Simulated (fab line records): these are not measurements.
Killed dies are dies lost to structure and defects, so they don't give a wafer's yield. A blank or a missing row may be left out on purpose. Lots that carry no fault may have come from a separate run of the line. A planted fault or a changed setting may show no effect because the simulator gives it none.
fab line records	flow n5_finfet
[record] lots = 7	wafers = 21	last_day = 18
route steps=1938 shown BEOL_M4@1111 BEOL_M6@1227 BEOL_M15@1830 PASSIVATION@1936
lots untouched by any fault: they come from a run of this same line in which no faults occurred
start_h: hours from the record's opening day to when the first of the lot's shown wafers began	wait_h: hours from the lot's prior step to this one	" identical to the entry in the row above	L1.1+2: a row that stands for several wafers	- either no value or no given start	* or withheld: withheld	< > ~ a bound
route shown NAME@n: names a module that has steps shown in the file, with the first one's number in the route	usual: average and standard deviation across the fault-free wafers	same: alike in all rows	chamber/n: place in a boat	sites: each site's reading	_std_site: the values' standard deviation	_edge_site: inner sites' mean taken away from outer sites' mean	radius_mm: how far each site lies from the wafer's centre	mask NAME#n: copy n	behind: tool/chamber where the wafer was last shaped	hold: cause of the lot's hold/its duration in hours/its outcome	device: names the non-switching transistor (n, p or np)	end of line: the same wafers' tests at the end of the route	where a step has no rows: the recipe by itself	killed: count of dies lost to structure and defects at first sort (not the wafer's yield)	map: a wafer's dies, marking killed ones x, the rest . and places with no die _
set.NAME: the setting that was run; set.NAME@STEP: the one run at that earlier step	model.NAME: the simulator's own value behind a step, which no gauge read
a sample of lots followed through the steps of the route, with each step as a table and each wafer as a row
services: a tool's chamber out of use, with start hour (start_h, from the record's first day; less than 0 if before it), hours out, and reason
[[steps]]
[step N5_BEOL_M4_RC_MEAS_101]
[usual] DIBL_N = 36.0/1.7	DIBL_P = 36.0/2	IOFF_N = 0.156/0.028	IOFF_P = 0.21/0.04	ION_N = 673/12	ION_P = 463/8.3	SS_N = 71.4/0.6	SS_P = 73.3/0.66	VT_N = 250/3	VT_P = -250/3.8
lot.wafer	tool	chamber	start_h	wait_h	DIBL_N[mV/V]	DIBL_P[mV/V]	IOFF_N[nA/um]	IOFF_P[nA/um]	ION_N[uA/um]	ION_P[uA/um]	SS_N[mV/dec]	SS_P[mV/dec]	VT_N[mV]	VT_P[mV]
L979.1	prober-02	0	216.26	0.0	37.0	36.3	0.172	0.20	684	466	72.0	73.8	248	-253
L979.5	"	0	"	"	36.4	35.2	0.160	0.18	684	468	71.0	73.5	248	-253
L979.6	"	0	"	"	36.6	36.0	0.163	0.19	682	461	71.5	73.7	251	-253
L981.1	prober-01	0	236.13	0.0	39.2	38.8	0.220	0.28	699	477	72.1	74.7	243	-247
L981.4	"	0	"	"	32.8	30.8	0.107	0.16	658	465	70.5	72.3	254	-252
L981.5	"	0	"	"	35.6	34.7	0.146	0.21	670	463	71.4	73.2	252	-252
L986.3	prober-02	0	263.12	0.3	38.2	39.8	0.180	0.26	676	466	71.8	73.4	248	-246
L986.4	"	0	"	"	37.0	38.4	0.150	0.23	660	456	71.2	73.9	251	-247
L986.6	"	0	"	"	34.4	35.9	0.121	0.20	663	460	70.9	72.9	253	-250
L991.1	prober-02	0	296.62	0.0	34.3	34.3	0.137	0.20	671	463	71.6	73.4	252	-247
L991.3	"	0	"	"	34.2	33.8	0.136	0.19	672	468	70.3	72.6	250	-249
L991.4	"	0	"	"	34.4	34.6	0.143	0.21	675	472	70.9	73.2	249	-245
L992.2	prober-01	0	298.67	0.2	35.1	35.2	0.132	0.16	676	463	70.9	72.4	251	-254
L992.3	"	0	"	"	36.1	36.0	0.156	0.18	674	461	71.5	73.2	250	-256
L992.4	"	0	"	"	35.9	36.8	0.150	0.19	680	462	71.0	72.9	251	-253
L990.1	prober-01	0	300.79	0.0	38.1	38.5	0.208	0.24	692	468	71.7	73.9	247	-249
L990.4	"	0	"	"	37.2	36.4	0.179	0.20	673	455	71.9	73.5	249	-254
L990.6	"	0	"	"	38.8	38.3	0.202	0.25	686	466	72.1	74.6	246	-250
L993.1	prober-02	0	312.58	0.0	36.8	37.8	0.184	0.23	694	471	71.0	73.2	246	-249
L993.2	"	0	"	"	36.1	37.0	0.167	0.21	684	464	71.1	72.9	248	-251
L993.6	"	0	"	"	36.3	36.7	0.166	0.21	680	459	71.8	73.4	247	-253
[step N5_BEOL_M6_CD_MEAS_28]
[recipe] target_cd_nm = 40	landing_energy_ev = 500	detector = se_inlens
[usual] cd_nm = 40.04/0.23
[same] landing_energy_ev = 500
lot.wafer	tool	chamber	start_h	wait_h	cd_nm
L979.1	cd_sem-02	0	237.03	-	40.16
L979.5	"	0	"	"	40.00
L979.6	"	0	"	"	40.31
L981.1	cd_sem-03	0	256.87	-	40.05
L981.4	"	0	"	"	40.07
L981.5	"	0	"	"	40.02
L986.3	cd_sem-01	0	288.14	-	40.14
L986.4	"	0	"	"	39.60
L986.6	"	0	"	"	40.21
L992.2	cd_sem-02	0	315.86	-	39.93
L992.3	"	0	"	"	39.90
L992.4	"	0	"	"	40.06
L991.1	cd_sem-02	0	317.63	-	39.67
L991.3	"	0	"	"	40.04
L991.4	"	0	"	"	39.91
L990.1	cd_sem-02	0	317.75	-	40.30
L990.4	"	0	"	"	40.15
L990.6	"	0	"	"	40.46
L993.1	cd_sem-03	0	332.33	-	39.84
L993.2	"	0	"	"	40.01
L993.6	"	0	"	"	40.44
[step N5_BEOL_M6_DESCUM_33]
[recipe] chemistry = O2	time_s = 7	source_power_w = 50	bias_power_w = 20	pressure_mtorr = 20	rf_frequency_hz = 2.712e+07	temp_c = 40	resist = CAR-EUV	o2_flow_sccm = 225
[usual] drypump_motor_current_A = 5.8/0.46	oes_product_au = 0.85/0.079	rf_fwd_power_W = 49.3/0.3	rf_vpp_V = 243.3/1.2	showerhead_plenum_p_Torr = 2.10/0.059	temp_c = 40.00/0.1	throttle_valve_pct = 20.35/0.21
lot.wafer	tool	chamber	start_h	wait_h	drypump_motor_current_A	oes_product_au	rf_fwd_power_W	rf_hours_counter_h	rf_vpp_V	showerhead_plenum_p_Torr	temp_c	throttle_valve_pct
L979.1	rie_diel-01	2	237.22	0.1	5.3	0.96	48.7	3	242.0	2.05	40.02	20.22
L979.5	"	0	"	"	6.7	0.91	50.0	-	242.8	2.15	40.15	20.28
L979.6	"	3	"	"	5.5	0.69	49.4	-	242.5	2.06	39.86	20.64
L981.1	rie_diel-01	1	256.99	0.0	6.4	0.82	49.0	99	243.1	2.10	39.95	20.02
L981.4	"	2	"	"	5.3	0.93	48.7	-	243.0	2.04	39.98	20.23
L981.5	"	1	"	"	6.4	0.82	49.0	-	243.8	2.10	39.94	20.02
L986.3	rie_diel-06	1	288.40	0.2	6.1	0.83	49.4	74	244.6	2.23	40.09	20.35
L986.4	"	3	"	"	5.7	0.72	49.1	217	243.7	2.06	40.01	20.81
L986.6	"	2	"	"	5.5	0.90	49.3	-	242.2	2.13	40.06	20.29
L992.2	rie_diel-03	3	315.99	0.0	5.7	0.86	48.8	55	241.4	2.03	40.00	20.08
L992.3	"	1	"	"	6.0	0.80	49.4	91	240.3	2.02	39.81	20.46
L992.4	"	2	"	"	5.3	0.82	49.5	77	244.3	2.11	40.08	20.46
L991.1	rie_diel-06	2	317.76	0.0	5.5	0.87	49.3	41	244.0	2.13	39.88	20.31
L991.3	"	1	"	"	6.0	0.81	49.2	86	245.1	2.22	40.08	20.37
L991.4	"	0	"	"	5.1	0.75	48.9	185	244.7	2.14	39.95	20.36
L990.1	rie_diel-01	3	317.97	0.1	5.5	0.94	49.5	13	242.3	2.06	39.98	20.29
L990.4	"	2	"	"	5.3	0.89	49.0	27	243.4	2.04	40.14	20.24
L990.6	"	3	"	"	5.5	0.95	49.6	-	242.3	2.06	39.93	20.29
L993.1	rie_diel-06	2	332.46	0.0	5.6	0.88	49.1	46	243.4	2.13	39.97	20.30
L993.2	"	3	"	"	5.6	0.72	49.1	234	244.0	2.05	40.03	20.81
L993.6	"	1	"	"	6.0	0.82	49.3	-	243.6	2.22	40.14	20.38
[step N5_BEOL_M6_CURE_75]
[recipe] temp_c = 370	time_s = 120	ambient = DMADMS/He	material = SiCOH_lowk
[usual] lamp_power_pct = 52.31/0.055	wafer_temp_C_max = 371.6/0.54
lot.wafer	tool	chamber	start_h	wait_h	lamp_power_pct	wafer_temp_C_max
L979.1	uv_cure-01	1	237.84	0.0	52.36	371.0
L979.5	"	1	"	"	52.29	370.8
L979.6	"	1	"	"	52.26	371.2
L981.1	uv_cure-03	0	257.61	0.0	52.37	371.6
L981.4	"	0	"	"	52.26	371.7
L981.5	"	0	"	"	52.23	371.3
L986.3	uv_cure-01	0	289.12	0.1	52.31	372.1
L986.4	"	0	"	"	52.28	371.5
L986.6	"	0	"	"	52.39	371.5
L992.2	uv_cure-02	0	316.71	0.1	52.36	371.3
L992.3	"	0	"	"	52.31	371.4
L992.4	"	0	"	"	52.32	371.2
L991.1	uv_cure-01	0	318.38	0.0	52.29	372.3
L991.3	"	0	"	"	52.31	372.2
L991.4	"	0	"	"	52.37	371.6
L990.1	uv_cure-02	0	318.73	0.2	52.35	371.5
L990.4	"	0	"	"	52.27	371.3
L990.6	"	0	"	"	52.31	371.0
L993.1	uv_cure-02	0	333.10	0.1	52.37	371.6
L993.2	"	0	"	"	52.24	371.2
L993.6	"	0	"	"	52.36	371.9
[step N5_BEOL_M6_ALD_77]
[recipe] material = TaN	target_thk_a = 20	temp_c = 275	ald_precursor_family = PDMAT	ald_co_reactant = NH3	pressure_torr = 3	carrier_flow_sccm = 1500	pulse_time_s = 2	purge_time_s = 3	co_reactant_purge_time_s = 2	co_reactant_pulse_time_s = 3	ald_cycles = 40	precursor_vessel_temp_c = 75	precursor_vessel_pressure_torr = 26.25	precursor_vessel_carrier_sccm = 1000
[usual] ald_cycles = 40/0	heater_power_w = 406/34
lot.wafer	tool	chamber	start_h	wait_h	ald_cycles	heater_power_w
L979.1	ald_metal-02	3	238.40	0.0	40	395
L979.5	"	1	"	"	28	377
L979.6	"	0	"	"	40	408
L981.1	ald_metal-02	1	258.24	0.0	40	377
L981.4	"	0	"	"	40	403
L981.5	"	2	"	"	28	438
L986.3	ald_metal-03	0	290.57	0.2	40	411
L986.4	"	2	"	"	40	347
L986.6	"	0	"	"	40	414
L992.2	ald_metal-02	3	317.41	0.1	40	412
L992.3	"	1	"	"	40	383
L992.4	"	2	"	"	40	425
L991.1	ald_metal-02	3	318.84	0.0	40	403
L991.3	"	1	"	"	40	383
L991.4	"	2	"	"	40	431
L990.1	ald_metal-02	2	319.30	0.1	40	435
L990.4	"	3	"	"	40	389
L990.6	"	3	"	"	40	403
L993.1	ald_metal-02	2	333.56	0.1	40	434
L993.2	"	1	"	"	40	376
L993.6	"	3	"	"	40	392
[step N5_BEOL_M15_RC_MEAS_101]
[usual] COMB_M10 = 1.46e-11/2.8e-12	COMB_M11 = 1.5e-11/3e-12	COMB_M12 = 6.6e-12/1.4e-12	COMB_M13 = 5.1e-12/1.1e-12	COMB_M14 = 3.8e-12/7.8e-13	COMB_M15 = 2.8e-12/5.2e-13	COMB_M5 = 3.6e-11/6.8e-12	COMB_M5_max_site = 5.1e-11/1.2e-11	COMB_M6 = 2.5e-11/5.8e-12	COMB_M6_max_site = 3.6e-11/9e-12	COMB_M7 = 2.6e-11/5.5e-12	COMB_M8 = 2.6e-11/4.5e-12	COMB_M8_max_site = 3.7e-11/7.6e-12	COMB_M9 = 1.46e-11/2.9e-12	SERP_M10 = 3.04/0.091	SERP_M11 = 3.09/0.094	SERP_M12 = 0.636/0.017	SERP_M13 = 0.311/0.0067	SERP_M14 = 0.158/0.0049	SERP_M5 = 38.7/1.7	SERP_M6 = 13.8/0.5	SERP_M7 = 13.8/0.57	SERP_M7_max_site = 14.3/0.62	SERP_M8 = 13.6/0.5	SERP_M9 = 3.10/0.1
lot.wafer	tool	chamber	start_h	wait_h	COMB_M10[S/m]	COMB_M11[S/m]	COMB_M12[S/m]	COMB_M13[S/m]	COMB_M14[S/m]	COMB_M15[S/m]	COMB_M5[S/m]	COMB_M5_max_site[S/m]	COMB_M6[S/m]	COMB_M6_max_site[S/m]	COMB_M7[S/m]	COMB_M8[S/m]	COMB_M8_max_site[S/m]	COMB_M9[S/m]	SERP_M10[ohm/um]	SERP_M11[ohm/um]	SERP_M12[ohm/um]	SERP_M13[ohm/um]	SERP_M14[ohm/um]	SERP_M5[ohm/um]	SERP_M6[ohm/um]	SERP_M7[ohm/um]	SERP_M7_max_site[ohm/um]	SERP_M8[ohm/um]	SERP_M9[ohm/um]
L979.1	prober-02	0	319.96	0.0	1.08e-11	1.3e-11	6.6e-12	4.8e-12	3.7e-12	1.9e-12	3e-11	3.6e-11	2.2e-11	2.9e-11	1.6e-11	3.7e-11	4.1e-11	1.58e-11	2.99	3.14	0.662	0.312	0.158	35.6	12.9	13.5	14.3	13.7	3.00
L979.5	"	0	"	"	1.13e-11	1.7e-11	8.5e-12	2.8e-12	4.4e-12	3e-12	3.2e-11	5.1e-11	5e-11	7.1e-11	3.2e-11	2.4e-11	2.8e-11	1.56e-11	3.04	3.19	0.644	0.312	0.154	37.0	12.6	14.1	14.7	13.9	3.03
L979.6	"	0	"	"	1.35e-11	1.5e-11	6.2e-12	3.6e-12	3.6e-12	3.3e-12	3.3e-11	4.8e-11	2.7e-11	3.7e-11	2.2e-11	2.8e-11	3.6e-11	1.6e-11	3.09	3.11	0.628	0.320	0.159	36.4	13.4	13.8	14.4	13.9	3.21
L981.1	prober-02	0	327.07	0.0	1.48e-11	1.2e-11	4.9e-12	6.2e-12	4e-12	2.4e-12	3.1e-11	4.7e-11	2.6e-11	3.9e-11	2.9e-11	2.4e-11	2.9e-11	1.84e-11	2.99	3.15	0.628	0.315	0.160	38.9	13.9	14.6	15.2	14.5	2.95
L981.4	"	0	"	"	1.49e-11	1.6e-11	6.5e-12	5.8e-12	6.1e-12	3e-12	3.7e-11	4.3e-11	2.1e-11	3e-11	2.5e-11	1.5e-11	1.9e-11	1.63e-11	3.11	3.15	0.610	0.318	0.149	38.5	13.8	14.3	14.6	14.4	3.11
L981.5	"	0	"	"	1.12e-11	1.7e-11	8.9e-12	7.8e-12	4.5e-12	3.9e-12	3e-11	4.2e-11	6e-11	8.7e-11	3.8e-11	2.3e-11	3.4e-11	1.46e-11	3.01	3.11	0.618	0.316	0.163	40.2	13.2	13.9	14.3	13.7	2.94
L986.3	prober-02	0	362.38	0.3	2.05e-11	1e-11	5e-12	4.3e-12	2.6e-12	2.1e-12	4.2e-11	6.3e-11	1.8e-11	2e-11	2.2e-11	2.9e-11	3.7e-11	1.05e-11	2.97	2.93	0.631	0.319	0.161	37.0	13.8	12.9	13.3	13.2	3.10
L986.4	"	0	"	"	1.59e-11	1.4e-11	6.6e-12	4.5e-12	3.8e-12	2.3e-12	3.4e-11	4.3e-11	1.9e-11	2.6e-11	2.6e-11	2e-11	2.2e-11	1.18e-11	3.12	3.09	0.643	0.308	0.150	37.0	13.5	14.2	14.7	13.2	3.11
L986.6	"	0	"	"	1.82e-11	1e-11	7.6e-12	3.5e-12	3.3e-12	2.1e-12	3.4e-11	5e-11	2.5e-11	3.1e-11	2.4e-11	2.8e-11	3.3e-11	1.56e-11	3.08	2.94	0.635	0.320	0.148	39.1	13.3	13.6	14.1	14.3	2.89
L992.2	prober-02	0	384.40	0.2	1.51e-11	1.6e-11	6.1e-12	3.2e-12	3.3e-12	3.6e-12	3.9e-11	6e-11	2.8e-11	6.2e-11	2.5e-11	2.6e-11	3.5e-11	1.29e-11	3.03	2.88	0.623	0.307	0.168	36.0	13.1	14.0	14.7	13.6	3.17
L992.3	"	0	"	"	1.33e-11	1.9e-11	4.7e-12	4.5e-12	3.6e-12	3.2e-12	4.9e-11	8.7e-11	2.2e-11	2.8e-11	2.1e-11	2.8e-11	4.8e-11	1.54e-11	2.87	3.02	0.629	0.311	0.157	37.2	13.7	13.8	14.3	14.5	3.12
L992.4	"	0	"	"	1.51e-11	1.2e-11	6.4e-12	4.2e-12	3.5e-12	2.2e-12	4.5e-11	5.4e-11	3.2e-11	4.2e-11	2.2e-11	3.6e-11	4.5e-11	1.2e-11	2.92	3.17	0.635	0.324	0.153	38.6	14.3	13.5	14.7	13.3	3.24
L990.1	prober-01	0	389.13	0.0	1.23e-11	1.2e-11	8.6e-12	4e-12	3.3e-12	2.3e-12	3.2e-11	6.1e-11	2.5e-11	3.3e-11	2.6e-11	2.2e-11	3.1e-11	1.02e-11	3.10	3.22	0.617	0.318	0.151	38.3	13.0	13.1	13.6	14.5	3.05
L990.4	"	0	"	"	1.66e-11	2e-11	6.6e-12	4.7e-12	3.7e-12	3.1e-12	4.2e-11	6.3e-11	2.6e-11	5.4e-11	3.6e-11	1.8e-11	3e-11	1.07e-11	3.22	3.03	0.667	0.319	0.161	40.0	13.4	13.9	14.3	13.9	3.18
L990.6	"	0	"	"	1.18e-11	1.8e-11	5.8e-12	6.1e-12	3.9e-12	2.2e-12	3.4e-11	4.8e-11	3.4e-11	5.5e-11	2.6e-11	2.2e-11	2.9e-11	1.35e-11	3.00	3.07	0.643	0.313	0.148	38.0	13.0	13.2	13.6	13.3	2.92
L991.1	prober-02	0	389.68	0.0	9.4e-12	1.5e-11	5.8e-12	6.3e-12	4e-12	2.3e-12	3.1e-11	3.6e-11	3.1e-11	3.7e-11	2.2e-11	2.4e-11	3.5e-11	1.09e-11	3.09	2.95	0.620	0.303	0.161	39.5	13.7	13.8	14.1	14.4	3.13
L991.3	"	0	"	"	1.09e-11	1.2e-11	4.9e-12	5.6e-12	3.4e-12	2.8e-12	3.8e-11	5.3e-11	2.2e-11	3.3e-11	1.9e-11	2e-11	2.6e-11	9.6e-12	3.04	2.90	0.611	0.321	0.155	36.9	13.4	14.9	15.7	13.5	2.99
L991.4	"	0	"	"	9.7e-12	1.4e-11	6e-12	5.5e-12	3.2e-12	2e-12	2.8e-11	3.6e-11	2.5e-11	3.2e-11	1.8e-11	2.4e-11	3.9e-11	1.08e-11	3.08	3.04	0.614	0.316	0.153	40.9	14.4	14.2	14.9	14.1	3.11
L993.1	prober-01	0	406.16	0.0	1.81e-11	1.9e-11	6.1e-12	3.6e-12	4.2e-12	2e-12	2.3e-11	3.9e-11	1.3e-11	2.1e-11	2.1e-11	3.1e-11	4.1e-11	8.8e-12	2.97	3.13	0.638	0.316	0.158	39.5	14.4	13.9	14.3	12.8	3.08
L993.2	"	0	"	"	1.79e-11	1.5e-11	7.9e-12	4.9e-12	3.5e-12	2.1e-12	3e-11	4.2e-11	2e-11	3.5e-11	2.7e-11	2.7e-11	4.2e-11	1.02e-11	2.82	3.08	0.631	0.316	0.159	38.0	13.9	13.4	14.4	13.5	3.16
L993.6	"	0	"	"	1.65e-11	1.7e-11	6e-12	5e-12	3.8e-12	2.8e-12	3.1e-11	3.7e-11	2.6e-11	3e-11	2.2e-11	3.1e-11	4.9e-11	1.44e-11	2.93	3.22	0.627	0.312	0.150	39.1	14.5	13.8	13.9	12.9	3.30
// sites COMB_M6 radius_mm=0,75,75,75,75,140,140,140,140
L979.1 2.9e-11 2.2e-11 2e-11 2.5e-11 1.5e-11 2.7e-11 2.2e-11 1.7e-11 1e-11
L981.1 2.6e-11 3.9e-11 2.3e-11 2.2e-11 3.9e-11 2.6e-11 3.1e-11 3.2e-11 2.3e-11
L986.3 1.2e-11 1.9e-11 2e-11 1.8e-11 1.9e-11 1.8e-11 1.5e-11 2e-11 1.6e-11
L992.2 4e-11 2.4e-11 6.2e-11 2.9e-11 2.1e-11 2.7e-11 2.8e-11 2.9e-11 2.5e-11
L990.1 3.3e-11 1.6e-11 2.5e-11 2.6e-11 2.2e-11 2.8e-11 2.3e-11 2.2e-11 3e-11
L991.1 3.2e-11 2e-11 3.4e-11 3.4e-11 2.8e-11 3.1e-11 3.7e-11 2.3e-11 2.1e-11
L993.1 1.1e-11 1.2e-11 2.1e-11 1e-11 1.1e-11 1.4e-11 2.1e-11 1.3e-11 1.8e-11
[step N5_PASSIVATION_PROBE_49]
[usual] defect_limited_yield = 91.6/1.6	killed_at_M0_to_M3 = 31/10	killed_at_M4_up = 14/6.3	killed_at_contacts = 12/6.1	killed_at_front_end = 39/12	killed_at_other = 3.7/2.8	killed_dies = 100/19	killed_open = 66/14	killed_short = 33/8.1	sort_bin_4_leakage = 0.00/0.014	sort_bin_5_function = 5.0/1.1	sort_bin_6_memory = 3.2/0.66	sort_n_pass = 1080/18	sort_yield_pct = 91.6/1.6
[same] gross_dies = 1180	killed_at_back_side = 0	sort_bin_8_speed[%] = 0
lot.wafer	tool	chamber	start_h	wait_h	defect_limited_yield[%]	killed_at_M0_to_M3	killed_at_M4_up	killed_at_contacts	killed_at_front_end	killed_at_other	killed_dies	killed_open	killed_short	sort_bin_4_leakage[%]	sort_bin_5_function[%]	sort_bin_6_memory[%]	sort_n_pass	sort_yield_pct[%]
L979.1	prober-02	-	334.33	0.0	89.7	32	25	8	52	5	122	79	38	0	6.2	3.5	1058	89.7
L979.5	prober-02	-	334.53	0.2	91.4	21	21	8	50	2	102	69	30	0.25	4.7	3.6	1078	91.4
L979.6	prober-02	-	334.58	0.3	89.7	29	23	11	53	5	121	82	34	0	6.6	3.3	1059	89.7
L981.1	prober-01	-	339.24	0.0	92.1	38	11	6	31	7	93	68	24	0	4.2	3.5	1087	92.1
L981.4	prober-01	-	339.39	0.2	93.1	32	15	4	29	2	82	59	23	0	4.5	2.0	1098	93.1
L981.5	prober-01	-	339.44	0.2	93.7	26	12	4	24	8	74	44	25	0.25	3.1	2.5	1106	93.7
L986.3	prober-01	-	376.97	0.1	92.0	20	21	6	46	1	94	67	26	0	4.6	2.9	1086	92.0
L986.4	prober-01	-	377.02	0.2	90.0	23	22	8	60	5	118	68	50	0	5.3	4.2	1062	90.0
L986.6	prober-01	-	377.12	0.3	92.8	16	9	7	53	0	85	49	35	0	4.0	2.8	1095	92.8
L990.1	prober-02	-	404.40	0.0	92.7	21	18	4	39	4	86	60	25	0	4.7	2.4	1094	92.7
L990.4	prober-02	-	404.55	0.2	92.6	23	22	6	34	2	87	56	29	0	4.2	2.9	1093	92.6
L990.6	prober-02	-	404.65	0.3	93.0	25	17	13	27	1	83	51	32	0	4.6	2.2	1097	93.0
L993.1	prober-02	-	419.93	0.0	92.6	36	11	7	32	1	87	63	24	0	4.2	3.1	1093	92.6
L993.2	prober-02	-	419.98	0.1	90.7	26	19	9	48	8	110	72	36	0	5.7	3.4	1070	90.7
L993.6	prober-02	-	420.18	0.3	92.5	31	8	13	36	0	88	64	23	0	4.5	2.8	1092	92.5
// killed by level:class
L979.1 FIN_SAQP:geometric_particle:open=20 BEOL_M4:geometric_particle:open=11 BEOL_M0_SAQP:geometric_particle:open=10 MOL_CONTACT_COAG:geometric_particle:open=7 STARTING-WAFER:geometric_particle:short=7 BEOL_M0_SAQP:geometric_particle:short=6 FIN_SAQP:geometric_particle:short=5 BEOL_M3:geometric_particle:open=5
L979.5 STI_FIN_REVEAL:geometric_particle:open=16 BEOL_M4:geometric_particle:open=12 BEOL_M2:geometric_particle:open=10 FIN_SAQP:geometric_particle:open=9 MOL_CONTACT_COAG:geometric_particle:open=7 STI_FIN_REVEAL:geometric_particle:short=4 GATE_CUT:geometric_particle:short=4 BEOL_M2:geometric_particle:short=4
L979.6 FIN_SAQP:geometric_particle:open=17 MOL_CONTACT_COAG:geometric_particle:open=10 BEOL_M4:geometric_particle:open=9 FIN_SAQP:geometric_particle:short=7 DUMMY_GATE:geometric_particle:open=7 BEOL_M0_SAQP:geometric_particle:short=5 BEOL_M2:geometric_particle:open=5 BEOL_M3:geometric_particle:open=5
L981.1 BEOL_M2:geometric_particle:open=14 BEOL_M3:geometric_particle:open=12 FIN_SAQP:geometric_particle:open=10 GATE_CUT:geometric_particle:short=6 BEOL_M4:geometric_particle:open=6 DUMMY_GATE:geometric_particle:open=4 MOL_CONTACT_COAG:geometric_particle:open=4 BEOL_M1:geometric_particle:open=3
L981.4 BEOL_M2:geometric_particle:open=9 FIN_SAQP:geometric_particle:open=8 BEOL_M3:geometric_particle:open=6 FIN_SAQP:geometric_particle:short=5 BEOL_M0_SAQP:geometric_particle:open=5 GATE_CUT:geometric_particle:short=4 BEOL_M1:geometric_particle:open=4 BEOL_M4:geometric_particle:open=4
L981.5 BEOL_M2:geometric_particle:open=7 FIN_SAQP:geometric_particle:short=5 GATE_CUT:geometric_particle:short=5 BEOL_M4:geometric_particle:open=5 BEOL_M0_SAQP:geometric_particle:open=4 BEOL_M0:geometric_particle:open=4 BEOL_M3:geometric_particle:open=4 GATE_CUT:geometric_particle:open=3
L986.3 STI_FIN_REVEAL:geometric_particle:open=10 FIN_SAQP:geometric_particle:short=8 DUMMY_GATE:geometric_particle:open=8 BEOL_M3:geometric_particle:open=7 BEOL_M4:geometric_particle:open=7 BEOL_M5:geometric_particle:open=7 GATE_CUT:geometric_particle:open=5 MOL_CONTACT_COAG:geometric_particle:open=5
L986.4 GATE_CUT:geometric_particle:short=12 GATE_CUT:geometric_particle:open=10 FIN_SAQP:geometric_particle:open=9 BEOL_M4:geometric_particle:open=9 BEOL_M0_SAQP:geometric_particle:short=8 STI_FIN_REVEAL:geometric_particle:open=6 MOL_CONTACT_COAG:geometric_particle:open=6 BEOL_M5:geometric_particle:open=6
L986.6 FIN_SAQP:geometric_particle:open=12 FIN_SAQP:geometric_particle:short=11 GATE_CUT:geometric_particle:short=7 MOL_CONTACT_COAG:geometric_particle:open=7 STARTING-WAFER:geometric_particle:open=5 STI_FIN_REVEAL:geometric_particle:open=4 DUMMY_GATE:geometric_particle:short=4 BEOL_M1:geometric_particle:open=4
L990.1 FIN_SAQP:geometric_particle:open=8 BEOL_M1:geometric_particle:open=8 BEOL_M5:geometric_particle:open=7 FIN_SAQP:geometric_particle:short=5 GATE_CUT:geometric_particle:open=5 BEOL_M4:geometric_particle:open=5 MOL_CONTACT_COAG:geometric_particle:open=4 STARTING-WAFER:geometric_particle:open=4
L990.4 BEOL_M4:geometric_particle:open=10 FIN_SAQP:geometric_particle:open=8 BEOL_M5:geometric_particle:open=7 BEOL_M0_SAQP:geometric_particle:short=7 MOL_CONTACT_COAG:geometric_particle:open=6 BEOL_M1:geometric_particle:open=5 FIN_CUT:geometric_particle:short=4 STI_FIN_REVEAL:geometric_particle:open=4
L990.6 MOL_CONTACT_COAG:geometric_particle:open=10 BEOL_M0_SAQP:geometric_particle:short=7 BEOL_M1:geometric_particle:open=7 FIN_SAQP:geometric_particle:short=6 FIN_SAQP:geometric_particle:open=6 BEOL_M4:geometric_particle:open=6 BEOL_M5:geometric_particle:open=4 STI_FIN_REVEAL:geometric_particle:short=3
L993.1 BEOL_M3:geometric_particle:open=14 BEOL_M0_SAQP:geometric_particle:open=12 STI_FIN_REVEAL:geometric_particle:open=8 MOL_CONTACT_COAG:geometric_particle:open=7 GATE_CUT:geometric_particle:open=6 BEOL_M0_SAQP:geometric_particle:short=4 STARTING-WAFER:geometric_particle:open=4 STI_FIN_REVEAL:geometric_particle:short=3
L993.2 GATE_CUT:geometric_particle:short=13 STI_FIN_REVEAL:geometric_particle:open=12 BEOL_M2:geometric_particle:open=10 FIN_SAQP:geometric_particle:open=6 MOL_CONTACT_COAG:geometric_particle:open=6 BEOL_M4:geometric_particle:open=6 BEOL_M0_SAQP:geometric_particle:open=4 FIN_SAQP:geometric_particle:short=3
L993.6 BEOL_M3:geometric_particle:open=13 MOL_CONTACT_COAG:geometric_particle:open=11 FIN_SAQP:geometric_particle:open=8 BEOL_M0:geometric_particle:open=7 BEOL_M0_SAQP:geometric_particle:open=6 FIN_SAQP:geometric_particle:short=4 DUMMY_GATE:geometric_particle:open=4 STARTING-WAFER:geometric_particle:open=3
[[services]]
tool	chamber	start_h	hours	kind
uv_cure-03	-	217.02	2.8	pm
rie_diel-03	-	221.21	0.3	repair
uv_cure-03	-	225.74	0.6	repair
uv_cure-03	-	230.33	0.5	repair
ald_metal-03	3	233.96	4.1	repair
uv_cure-02	-	245.75	14.6	pm
rie_diel-01	3	247.96	-	clean
rie_diel-01	3	247.96	-	consumable_replace:focus_ring
rie_diel-01	3	247.96	16.2	scheduled_down
rie_diel-01	3	247.96	16.2	vent_cycle
uv_cure-02	-	260.35	7.5	pm
rie_diel-03	1	267.61	8.5	repair
rie_diel-01	-	282.13	15.6	pm
rie_diel-03	0	288.61	3.7	repair
ald_metal-03	2	296.88	6.9	repair
ald_metal-02	-	299.29	8.7	pm
ald_metal-03	-	301.08	0.4	repair
ald_metal-02	-	314.01	1.5	repair
ald_metal-03	-	318.41	74.6	repair
rie_diel-06	-	319.09	2.8	pm
uv_cure-03	-	324.78	24.9	pm
[[key]]
[first_sign] step = N5_BEOL_M6_ALD_77	reading = ald_cycles	direction = down	sigmas = 99+	usual = *	struck = *
[effect] step = N5_BEOL_M15_RC_MEAS_101	reading = COMB_M6	direction = up	sigmas = 5.2	usual = 2.5e-11	struck = 5.5e-11
[effect] step = N5_PASSIVATION_PROBE_49	reading = sort_bin_4_leakage	direction = up	sigmas = 3	usual = 0.00	struck = 0.25
met_at N5_BEOL_M6_ALD_77
struck_lots L979,L981
struck_wafers L979.5,L981.5
not_acting_at N5_BEOL_M6_CD_MEAS_28,N5_BEOL_M6_DESCUM_33,N5_BEOL_M6_CURE_75
[fault] kind = process_parameter_drift	tool = ald_metal-02	chamber = -	onset_h = 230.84	steps = N5_BEOL_M6_ALD_77	channel = ald_cycles	offset = *	shape = step	end_h = 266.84	scope = struck_wafers_only	acts_in = *	stated = *
